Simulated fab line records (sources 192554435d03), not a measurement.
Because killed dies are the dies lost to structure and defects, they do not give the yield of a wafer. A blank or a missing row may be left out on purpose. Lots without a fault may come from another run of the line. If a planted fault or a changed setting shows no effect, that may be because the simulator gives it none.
Which tool is to blame? :: flow n5_finfet :: 9 lots with 26 wafers sampled at 5 steps, on a route of 1938 steps

== WHAT THE GAUGES READ, wafer by wafer ==
N5_SD_EPI_P_CD_MEAS_09 targets a cd of 240 nm. Usual: cd_nm at 239.9 nm, with a standard deviation of 1.
lot: L387
measured: day 3 05:08
on: cd_sem-02
cd_nm (nm): 240.4 240.6
flag: 

lot: L389
measured: day 3 16:55
on: cd_sem-01
cd_nm (nm): 240.0 238.5 238.8
flag: 

lot: L392
measured: day 4 13:40
on: cd_sem-03
cd_nm (nm): 240.4 240.0 240.0
flag: 

lot: L395
measured: day 5 08:04
on: cd_sem-03
cd_nm (nm): 240.6 240.6 239.7
flag: 

lot: L397
measured: day 5 19:46
on: cd_sem-01
cd_nm (nm): 240.5 240.7 240.4
flag: 

lot: L398
measured: day 6 06:52
on: cd_sem-01
cd_nm (nm): 237.9 239.7 238.7
flag: 

lot: L403
measured: day 7 09:19
on: cd_sem-03
cd_nm (nm): 240.1 241.4 243.0
flag: 

lot: L409
measured: day 8 22:42
on: cd_sem-02
cd_nm (nm): 240.8 240.4 240.6
flag: 

lot: L410
measured: day 9 01:35
on: cd_sem-01
cd_nm (nm): 239.9 240.8 240.2
flag: 

N5_BEOL_M4_RC_MEAS_101. Usual: DIBL_N 36.2 mV/V, standard deviation 2.2; DIBL_P 36.1 mV/V, standard deviation 2.8; IOFF_N 0.16 nA/um, standard deviation 0.041; IOFF_N_85C 3.1 nA/um, standard deviation 0.67; IOFF_N_LIN 0.075 nA/um, standard deviation 0.015; IOFF_P 0.21 nA/um, standard deviation 0.047; ION_N 676 uA/um, standard deviation 16; ION_P 463 uA/um, standard deviation 11; REXT_N 74.9 ohm.um, standard deviation 1.9; SS_N 71.6 mV/dec, standard deviation 0.78; SS_P 73.3 mV/dec, standard deviation 0.86; VT_N 249 mV, standard deviation 3.8; VT_N_LVT 98 mV, standard deviation 4; VT_P -251 mV, standard deviation 3.9.
lot: L387
measured: day 8 06:41
on: prober-02
DIBL_N (mV/V): 33.8 35.4
DIBL_P (mV/V): 32.5 34.2
IOFF_N (nA/um): 0.13 0.16
IOFF_N_85C (nA/um): 2.6 3.1
IOFF_N_LIN (nA/um): 0.066 0.078
IOFF_P (nA/um): 0.16 0.19
ION_N (uA/um): 686 688
ION_P (uA/um): 465 467
REXT_N (ohm.um): 71.3 70.7
SS_N (mV/dec): 70.7 70.9
SS_P (mV/dec): 72.0 72.9
VT_N (mV): 250 248
VT_N_LVT (mV): 99 96
VT_P (mV): -256 -251
flag: 

lot: L389
measured: day 9 04:30
on: prober-02
DIBL_N (mV/V): 36.2 35.3 36.0
DIBL_P (mV/V): 35.8 35.2 35.4
IOFF_N (nA/um): 0.18 0.15 0.15
IOFF_N_85C (nA/um): 3.5 3.0 3.1
IOFF_N_LIN (nA/um): 0.085 0.070 0.071
IOFF_P (nA/um): 0.24 0.22 0.23
ION_N (uA/um): 684 675 666
ION_P (uA/um): 471 465 466
REXT_N (ohm.um): 70.7 71.9 71.3
SS_N (mV/dec): 71.6 71.0 71.3
SS_P (mV/dec): 73.8 73.2 73.2
VT_N (mV): 245 252 254
VT_N_LVT (mV): 95 99 100
VT_P (mV): -246 -248 -249
flag: 

lot: L392
measured: day 9 12:51
on: prober-01
DIBL_N (mV/V): 40.0 38.2 34.4
DIBL_P (mV/V): 39.7 38.1 33.4
IOFF_N (nA/um): 0.23 0.17 0.12
IOFF_N_85C (nA/um): 4.3 3.4 2.5
IOFF_N_LIN (nA/um): 0.099 0.079 0.061
IOFF_P (nA/um): 0.24 0.21 0.16
ION_N (uA/um): 689 662 680
ION_P (uA/um): 455 449 463
REXT_N (ohm.um): 73.2 74.7 73.4
SS_N (mV/dec): 72.8 72.8 70.5
SS_P (mV/dec): 74.9 73.2 72.3
VT_N (mV): 244 248 255
VT_N_LVT (mV): 91 96 99
VT_P (mV): -251 -254 -255
flag: 

lot: L395
measured: day 10 07:07
on: prober-01
DIBL_N (mV/V): 47.2 45.4 43.8
DIBL_P (mV/V): 41.3 38.6 35.2
IOFF_N (nA/um): 0.47 0.36 0.29
IOFF_N_85C (nA/um): 7.8 6.3 5.2
IOFF_N_LIN (nA/um): 0.176 0.130 0.113
IOFF_P (nA/um): 0.36 0.30 0.22
ION_N (uA/um): 757 719 722
ION_P (uA/um): 497 479 477
REXT_N (ohm.um): 67.4 66.7 66.1
SS_N (mV/dec): 73.3 74.1 72.8
SS_P (mV/dec): 74.2 73.4 72.8
VT_N (mV): 234 238 240
VT_N_LVT (mV): 83 88 89
VT_P (mV): -241 -245 -244
flag: OFF

lot: L397
measured: day 11 01:13
on: prober-01
DIBL_N (mV/V): 43.2 44.8 45.9
DIBL_P (mV/V): 36.4 35.6 40.8
IOFF_N (nA/um): 0.36 0.43 0.47
IOFF_N_85C (nA/um): 6.0 7.1 7.7
IOFF_N_LIN (nA/um): 0.148 0.166 0.183
IOFF_P (nA/um): 0.29 0.28 0.41
ION_N (uA/um): 735 766 729
ION_P (uA/um): 484 493 484
REXT_N (ohm.um): 66.9 65.2 66.9
SS_N (mV/dec): 72.6 73.5 73.4
SS_P (mV/dec): 73.6 72.7 74.7
VT_N (mV): 237 232 231
VT_N_LVT (mV): 84 80 80
VT_P (mV): -243 -244 -240
flag: OFF

lot: L398
measured: day 11 03:32
on: prober-01
DIBL_N (mV/V): 37.2 34.2 35.3
DIBL_P (mV/V): 36.5 34.1 36.3
IOFF_N (nA/um): 0.19 0.13 0.16
IOFF_N_85C (nA/um): 3.7 2.7 3.1
IOFF_N_LIN (nA/um): 0.088 0.066 0.076
IOFF_P (nA/um): 0.20 0.17 0.21
ION_N (uA/um): 695 646 665
ION_P (uA/um): 472 446 454
REXT_N (ohm.um): 73.7 77.2 77.8
SS_N (mV/dec): 71.7 70.3 71.2
SS_P (mV/dec): 73.8 72.6 73.6
VT_N (mV): 246 250 247
VT_N_LVT (mV): 93 99 96
VT_P (mV): -254 -256 -252
flag: 

lot: L403
measured: day 12 12:25
on: prober-01
DIBL_N (mV/V): 39.1 35.7 38.9
DIBL_P (mV/V): 38.1 34.2 39.0
IOFF_N (nA/um): 0.18 0.13 0.19
IOFF_N_85C (nA/um): 3.4 2.6 3.6
IOFF_N_LIN (nA/um): 0.080 0.060 0.086
IOFF_P (nA/um): 0.22 0.16 0.24
ION_N (uA/um): 672 657 678
ION_P (uA/um): 461 449 456
REXT_N (ohm.um): 75.3 76.3 76.3
SS_N (mV/dec): 72.0 71.8 72.1
SS_P (mV/dec): 73.4 73.1 74.0
VT_N (mV): 249 252 247
VT_N_LVT (mV): 98 102 95
VT_P (mV): -253 -256 -252
flag: 

lot: L409
measured: day 14 04:28
on: prober-02
DIBL_N (mV/V): 33.7 33.2 38.4
DIBL_P (mV/V): 32.3 31.3 37.8
IOFF_N (nA/um): 0.11 0.10 0.18
IOFF_N_85C (nA/um): 2.3 2.1 3.4
IOFF_N_LIN (nA/um): 0.055 0.051 0.081
IOFF_P (nA/um): 0.14 0.14 0.21
ION_N (uA/um): 653 664 669
ION_P (uA/um): 450 453 455
REXT_N (ohm.um): 78.7 76.3 76.9
SS_N (mV/dec): 69.8 70.4 71.6
SS_P (mV/dec): 71.8 71.6 73.5
VT_N (mV): 254 256 249
VT_N_LVT (mV): 102 103 97
VT_P (mV): -255 -258 -254
flag: 

lot: L410
measured: day 14 01:08
on: prober-01
DIBL_N (mV/V): 35.8 40.4 31.0
DIBL_P (mV/V): 38.1 42.0 31.3
IOFF_N (nA/um): 0.15 0.26 0.08
IOFF_N_85C (nA/um): 2.9 4.7 1.8
IOFF_N_LIN (nA/um): 0.070 0.111 0.043
IOFF_P (nA/um): 0.23 0.31 0.13
ION_N (uA/um): 661 701 647
ION_P (uA/um): 461 482 449
REXT_N (ohm.um): 76.5 72.9 76.9
SS_N (mV/dec): 70.6 72.5 69.6
SS_P (mV/dec): 74.0 75.7 71.7
VT_N (mV): 250 242 260
VT_N_LVT (mV): 100 91 110
VT_P (mV): -250 -245 -255
flag: 

== EACH LOT AND THE TOOL THAT RAN IT (in order: tool; ch and the chambers of the sampled wafers; start) ==
lot: L387
N5_SD_EPI_P_ETCH_37: rie_diel-05 ch 3, day 3 05:19
N5_SD_ACTIVATION_RTA_00: rtp_anneal-01 ch 0, day 3 10:00
N5_SDB_HM_DEP_00: pecvd-03 ch 1,2, day 3 17:22

lot: L389
N5_SD_EPI_P_ETCH_37: rie_diel-04 ch 2,3, day 3 17:15
N5_SD_ACTIVATION_RTA_00: rtp_anneal-02 ch 0, day 3 20:58
N5_SDB_HM_DEP_00: pecvd-03 ch 0,1, day 4 04:08

lot: L392
N5_SD_EPI_P_ETCH_37: rie_diel-04 ch 1,2,3, day 4 14:20
N5_SD_ACTIVATION_RTA_00: rtp_anneal-01 ch 0, day 4 19:54
N5_SDB_HM_DEP_00: pecvd-01 ch 0,1,2, day 5 04:00

lot: L395
N5_SD_EPI_P_ETCH_37: rie_diel-03 ch 0,1,2, day 5 08:14
N5_SD_ACTIVATION_RTA_00: rtp_anneal-02 ch 0, day 5 12:02
N5_SDB_HM_DEP_00: pecvd-01 ch 0,2, day 5 19:02

lot: L397
N5_SD_EPI_P_ETCH_37: rie_diel-04 ch 0,1,3, day 5 19:57
N5_SD_ACTIVATION_RTA_00: rtp_anneal-02 ch 0, day 5 23:36
N5_SDB_HM_DEP_00: pecvd-02 ch 0,1,2, day 6 06:56

lot: L398
N5_SD_EPI_P_ETCH_37: rie_diel-04 ch 0,2,3, day 6 07:04
N5_SD_ACTIVATION_RTA_00: rtp_anneal-01 ch 0, day 6 12:45
N5_SDB_HM_DEP_00: pecvd-01 ch 0,1,2, day 6 19:50

lot: L403
N5_SD_EPI_P_ETCH_37: rie_diel-04 ch 0,1,3, day 7 09:29
N5_SD_ACTIVATION_RTA_00: rtp_anneal-01 ch 0, day 7 13:17
N5_SDB_HM_DEP_00: pecvd-01 ch 0,2, day 7 20:51

lot: L409
N5_SD_EPI_P_ETCH_37: rie_diel-04 ch 0,3, day 8 22:53
N5_SD_ACTIVATION_RTA_00: rtp_anneal-01 ch 0, day 9 02:35
N5_SDB_HM_DEP_00: pecvd-03 ch 1,2, day 9 10:00

lot: L410
N5_SD_EPI_P_ETCH_37: rie_diel-04 ch 0,1,3, day 9 01:46
N5_SD_ACTIVATION_RTA_00: rtp_anneal-02 ch 0, day 9 05:29
N5_SDB_HM_DEP_00: pecvd-03 ch 0,1, day 9 12:30
- N5_SD_EPI_P_ETCH_37: etches SOC in N2/H2, overetch 108 nm, time 486 s.
- N5_SD_ACTIVATION_RTA_00: time 0 s.
- N5_SDB_HM_DEP_00: deposits SiNx from SiH4/NH3/N2, target thk 40 nm, time 35.3 s.

== WHAT THE TOOLS THEMSELVES READ (means of the sampled wafers that have a number; where no wafer has one, the mark that the record gives instead) ==
N5_SD_EPI_P_ETCH_37. Usual: drypump_motor_current_A 5.7 A, standard deviation 0.55; oes_product_au 0.73 a.u., standard deviation 0.068; rf_vpp_V 241.4 V, standard deviation 1.6; showerhead_plenum_p_Torr 2.59 Torr, standard deviation 0.11; throttle_valve_pct 23.7 %, standard deviation 0.45.
lot: L387
tool: rie_diel-05
drypump_motor_current_A (A): 5.3
oes_product_au (a.u.): 0.82
rf_vpp_V (V): 241.3
showerhead_plenum_p_Torr (Torr): 2.62
throttle_valve_pct (%): 23.8
flag: 

lot: L389
tool: rie_diel-04
drypump_motor_current_A (A): 5.6
oes_product_au (a.u.): 0.74
rf_vpp_V (V): 240.6
showerhead_plenum_p_Torr (Torr): 2.45
throttle_valve_pct (%): 23.4
flag: 

lot: L392
tool: rie_diel-04
drypump_motor_current_A (A): 6.0
oes_product_au (a.u.): 0.75
rf_vpp_V (V): 240.3
showerhead_plenum_p_Torr (Torr): 2.53
throttle_valve_pct (%): 23.7
flag: 

lot: L395
tool: rie_diel-03
drypump_motor_current_A (A): 5.7
oes_product_au (a.u.): 0.73
rf_vpp_V (V): 241.1
showerhead_plenum_p_Torr (Torr): 2.63
throttle_valve_pct (%): 24.0
flag: 

lot: L397
tool: rie_diel-04
drypump_motor_current_A (A): 5.5
oes_product_au (a.u.): 0.79
rf_vpp_V (V): 242.7
showerhead_plenum_p_Torr (Torr): 2.61
throttle_valve_pct (%): 23.3
flag: 

lot: L398
tool: rie_diel-04
drypump_motor_current_A (A): 5.7
oes_product_au (a.u.): 0.76
rf_vpp_V (V): 240.8
showerhead_plenum_p_Torr (Torr): 2.53
throttle_valve_pct (%): 23.3
flag: 

lot: L403
tool: rie_diel-04
drypump_motor_current_A (A): 5.5
oes_product_au (a.u.): 0.78
rf_vpp_V (V): 241.3
showerhead_plenum_p_Torr (Torr): 2.61
throttle_valve_pct (%): 23.3
flag: 

lot: L409
tool: rie_diel-04
drypump_motor_current_A (A): 5.3
oes_product_au (a.u.): 0.77
rf_vpp_V (V): 241.7
showerhead_plenum_p_Torr (Torr): 2.60
throttle_valve_pct (%): 22.9
flag: 

lot: L410
tool: rie_diel-04
drypump_motor_current_A (A): 5.5
oes_product_au (a.u.): 0.76
rf_vpp_V (V): 241.4
showerhead_plenum_p_Torr (Torr): 2.60
throttle_valve_pct (%): 23.3
flag: 

N5_SD_ACTIVATION_RTA_00. Usual: lamp_power_pct 8.96 %, standard deviation 0.049; lamp_zone_1_pct 8.950 %, standard deviation 0.028; lamp_zone_2_pct 8.948 %, standard deviation 0.028; lamp_zone_3_pct 8.951 %, standard deviation 0.026; lamp_zone_4_pct 8.952 %, standard deviation 0.024; lamp_zone_5_pct 8.953 %, standard deviation 0.026; lamp_zone_6_pct 8.874 %, standard deviation 0.027; lamp_zone_7_pct 9.350 %, standard deviation 0.029; wafer_temp_C_max 975.1, standard deviation 2.
lot: L387
tool: rtp_anneal-01
lamp_power_pct (%): 9.00
lamp_zone_1_pct (%): 8.931
lamp_zone_2_pct (%): 8.956
lamp_zone_3_pct (%): 8.942
lamp_zone_4_pct (%): 8.946
lamp_zone_5_pct (%): 8.965
lamp_zone_6_pct (%): 8.869
lamp_zone_7_pct (%): 9.317
wafer_temp_C_max: 976.9
flag: 

lot: L389
tool: rtp_anneal-02
lamp_power_pct (%): 8.97
lamp_zone_1_pct (%): 8.920
lamp_zone_2_pct (%): 8.976
lamp_zone_3_pct (%): 8.972
lamp_zone_4_pct (%): 8.941
lamp_zone_5_pct (%): 8.946
lamp_zone_6_pct (%): 8.858
lamp_zone_7_pct (%): 9.359
wafer_temp_C_max: 974.5
flag: 

lot: L392
tool: rtp_anneal-01
lamp_power_pct (%): 8.99
lamp_zone_1_pct (%): 8.966
lamp_zone_2_pct (%): 8.948
lamp_zone_3_pct (%): 8.947
lamp_zone_4_pct (%): 8.965
lamp_zone_5_pct (%): 8.922
lamp_zone_6_pct (%): 8.903
lamp_zone_7_pct (%): 9.351
wafer_temp_C_max: 977.6
flag: 

lot: L395
tool: rtp_anneal-02
lamp_power_pct (%): 9.35
lamp_zone_1_pct (%): 9.327
lamp_zone_2_pct (%): 9.322
lamp_zone_3_pct (%): 9.340
lamp_zone_4_pct (%): 9.319
lamp_zone_5_pct (%): 9.296
lamp_zone_6_pct (%): 9.258
lamp_zone_7_pct (%): 9.736
wafer_temp_C_max: 971.9
flag: OFF

lot: L397
tool: rtp_anneal-02
lamp_power_pct (%): 9.35
lamp_zone_1_pct (%): 9.308
lamp_zone_2_pct (%): 9.307
lamp_zone_3_pct (%): 9.309
lamp_zone_4_pct (%): 9.321
lamp_zone_5_pct (%): 9.321
lamp_zone_6_pct (%): 9.242
lamp_zone_7_pct (%): 9.724
wafer_temp_C_max: 973.6
flag: OFF

lot: L398
tool: rtp_anneal-01
lamp_power_pct (%): 8.92
lamp_zone_1_pct (%): 8.934
lamp_zone_2_pct (%): 8.940
lamp_zone_3_pct (%): 8.980
lamp_zone_4_pct (%): 8.950
lamp_zone_5_pct (%): 8.940
lamp_zone_6_pct (%): 8.876
lamp_zone_7_pct (%): 9.355
wafer_temp_C_max: 973.6
flag: 

lot: L403
tool: rtp_anneal-01
lamp_power_pct (%): 8.97
lamp_zone_1_pct (%): 8.950
lamp_zone_2_pct (%): 8.934
lamp_zone_3_pct (%): 8.959
lamp_zone_4_pct (%): 8.957
lamp_zone_5_pct (%): 8.945
lamp_zone_6_pct (%): 8.852
lamp_zone_7_pct (%): 9.351
wafer_temp_C_max: 976.3
flag: 

lot: L409
tool: rtp_anneal-01
lamp_power_pct (%): 8.97
lamp_zone_1_pct (%): 8.953
lamp_zone_2_pct (%): 8.945
lamp_zone_3_pct (%): 8.980
lamp_zone_4_pct (%): 8.936
lamp_zone_5_pct (%): 8.982
lamp_zone_6_pct (%): 8.864
lamp_zone_7_pct (%): 9.356
wafer_temp_C_max: 975.4
flag: 

lot: L410
tool: rtp_anneal-02
lamp_power_pct (%): 8.95
lamp_zone_1_pct (%): 8.961
lamp_zone_2_pct (%): 8.945
lamp_zone_3_pct (%): 8.933
lamp_zone_4_pct (%): 8.951
lamp_zone_5_pct (%): 8.940
lamp_zone_6_pct (%): 8.880
lamp_zone_7_pct (%): 9.334
wafer_temp_C_max: 974.8
flag: 

N5_SDB_HM_DEP_00. Usual: heater_power_w 776 W, standard deviation 92; showerhead_plenum_p_Torr 5.17 Torr, standard deviation 0.076; throttle_valve_pct 40.5 %, standard deviation 2.4.
lot: L387
tool: pecvd-03
heater_power_w (W): 772
showerhead_plenum_p_Torr (Torr): 5.19
throttle_valve_pct (%): 42.2
flag: 

lot: L389
tool: pecvd-03
heater_power_w (W): 756
showerhead_plenum_p_Torr (Torr): 5.21
throttle_valve_pct (%): 40.5
flag: 

lot: L392
tool: pecvd-01
heater_power_w (W): 768
showerhead_plenum_p_Torr (Torr): 5.19
throttle_valve_pct (%): 40.4
flag: 

lot: L395
tool: pecvd-01
heater_power_w (W): 859
showerhead_plenum_p_Torr (Torr): 5.26
throttle_valve_pct (%): 40.5
flag: 

lot: L397
tool: pecvd-02
heater_power_w (W): 784
showerhead_plenum_p_Torr (Torr): 5.11
throttle_valve_pct (%): 39.4
flag: 

lot: L398
tool: pecvd-01
heater_power_w (W): 828
showerhead_plenum_p_Torr (Torr): 5.19
throttle_valve_pct (%): 40.5
flag: 

lot: L403
tool: pecvd-01
heater_power_w (W): 842
showerhead_plenum_p_Torr (Torr): 5.26
throttle_valve_pct (%): 40.4
flag: 

lot: L409
tool: pecvd-03
heater_power_w (W): 830
showerhead_plenum_p_Torr (Torr): 5.21
throttle_valve_pct (%): 41.9
flag: 

lot: L410
tool: pecvd-03
heater_power_w (W): 799
showerhead_plenum_p_Torr (Torr): 5.20
throttle_valve_pct (%): 40.6
flag: 

== THE ANSWER, worked out from the rows above alone ==
Rule: take the mean of a lot's wafers that have a number; if it is more than 3 standard deviations from the usual mean, the lot is off. Also off: a lot with no number at a reading for which 4 or more lots have one. Where the step has rows for the other lots, those lots are counted as sound. After the gauges, taken in route order, come the tools' own readings; for these a lot's mean is taken, as printed above. At the first step where some lot is off, the reading lying furthest off is the one used; lots without a number count as furthest.
Off: L395, L397, seen at N5_BEOL_M4_RC_MEAS_101 (IOFF_N).
A tool fits if, at a process step before that reading, it ran every lot that is off, and no sound lot after the first of them. The gauges at N5_BEOL_M4_RC_MEAS_101 aren't tried: what is off there is off at N5_SD_ACTIVATION_RTA_00 too, on other tools, and a gauge's error can't cause that. None of those tried fits.

== WHAT WAS PUT IN BY THE SIMULATOR ==
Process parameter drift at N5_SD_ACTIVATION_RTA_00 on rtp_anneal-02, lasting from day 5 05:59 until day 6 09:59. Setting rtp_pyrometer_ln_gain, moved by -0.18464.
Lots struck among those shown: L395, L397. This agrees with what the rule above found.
